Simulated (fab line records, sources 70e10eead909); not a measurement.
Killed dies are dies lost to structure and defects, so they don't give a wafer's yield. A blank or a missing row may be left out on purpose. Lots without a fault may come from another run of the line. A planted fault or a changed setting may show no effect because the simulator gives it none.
A struck lot beside a sound one | flow nand_harc | 14 steps out of a route of 1159
Sound: wafers L441.2, L441.4, L441.5. Struck: wafer L447.6. (L447.5 of the same lot was not struck and is left out.) The cause comes at the end.
At each step with rows: each side's tool, then ch and its chambers, then its first start. Under that, the readings that differ: sound wafers | struck wafers | difference of the means | sigmas: that difference in standard deviations of wafers without a fault.
alike: readings whose means differ by less than 2 such deviations, and words and numbers that are the same on both sides. not compared: withheld readings, readings that some wafer has no value for, bounds like >300 that may hide the same value, and numbers for which the record gives no deviation and whose values overlap.
The two part at a step that has a row with sigmas, a row that says differs or no value, or rows on one side only. Numbers that don't overlap but have no deviation are shown without sigmas and don't part them. A reading that every wafer of one side lacks parts them only if that side has two wafers or more.

first, 1 step without rows for these wafers: NHARC_A_ONON_D1_DEP_12 (target thk 1000 nm).
NHARC_A_ONON_D1_THK_MEAS_14: measures by ellipsometry.
  sound on film_metro-01, day 8 01:25; struck on film_metro-01, day 9 21:47
  reading     | sound       | struck | difference | sigmas
  thk_nm (nm) | 966 966 967 | 994    | +28        | +2
then, 2 steps without rows for these wafers: NHARC_A_ONON_D1_ANNEAL_15 (time 3600 s); NHARC_A_ONON_D1_DEP_16 (target thk 1000 nm).
NHARC_A_ONON_D1_THK_MEAS_18: measures by ellipsometry.
  sound on film_metro-02, day 8 09:25; struck on film_metro-02, day 10 05:47
  reading     | sound       | struck | difference | sigmas
  thk_nm (nm) | 983 982 981 | 1014   | +32        | +3
then, 1 step without rows for these wafers: NHARC_A_ONON_D1_DEP_19 (target thk 1000 nm).
NHARC_A_ONON_D1_THK_MEAS_21: measures by ellipsometry.
  sound on film_metro-02, day 8 10:01; struck on film_metro-02, day 10 06:22
  reading     | sound       | struck | difference | sigmas
  thk_nm (nm) | 986 985 986 | 1018   | +32        | +3
then, 1 step without rows for these wafers: NHARC_A_ONON_D1_DEP_22 (target thk 1000 nm).
NHARC_A_ONON_D1_THK_MEAS_24: measures by ellipsometry.
  sound on film_metro-01, day 8 10:35; struck on film_metro-02, day 10 06:56
  alike: thk_nm
then, 1 step without rows for these wafers: NHARC_A_ONON_D1_DEP_25 (target thk 1000 nm).
NHARC_A_ONON_D1_THK_MEAS_27: measures by ellipsometry.
  sound on film_metro-02, day 8 11:23; struck on film_metro-02, day 10 07:30
  reading     | sound          | struck | difference | sigmas
  thk_nm (nm) | 1015 1017 1019 | 995    | -22        | -2
NHARC_A_ONON_D1_DEP_28: target thk 1000 nm.
  sound on pecvd_onon-03 ch 0, day 8 11:37; struck on pecvd_onon-03 ch 0, day 10 07:47
  alike: sih4_flow_sccm
NHARC_A_ONON_D1_THK_MEAS_30: measures by ellipsometry.
  sound on film_metro-01, day 8 12:05; struck on film_metro-02, day 10 08:04
  reading     | sound          | struck | difference | sigmas
  thk_nm (nm) | 1010 1011 1011 | 1325   | +314       | +34
NHARC_A_ONON_D1_DEP_33: deposits SiO2, target thk 200 nm.
  sound on pecvd-02 ch 1,2, day 8 12:08; struck on pecvd-04 ch 2, day 10 08:19
  alike: heater_power_outer_w, heater_power_w, throttle_valve_pct

WHERE THEY PART
First at NHARC_A_ONON_D1_THK_MEAS_14; last, within this record, at NHARC_A_ONON_D1_THK_MEAS_30. Later steps at which nothing parts them and some readings are alike: NHARC_A_ONON_D1_DEP_33.

WHY: what the simulator had put in
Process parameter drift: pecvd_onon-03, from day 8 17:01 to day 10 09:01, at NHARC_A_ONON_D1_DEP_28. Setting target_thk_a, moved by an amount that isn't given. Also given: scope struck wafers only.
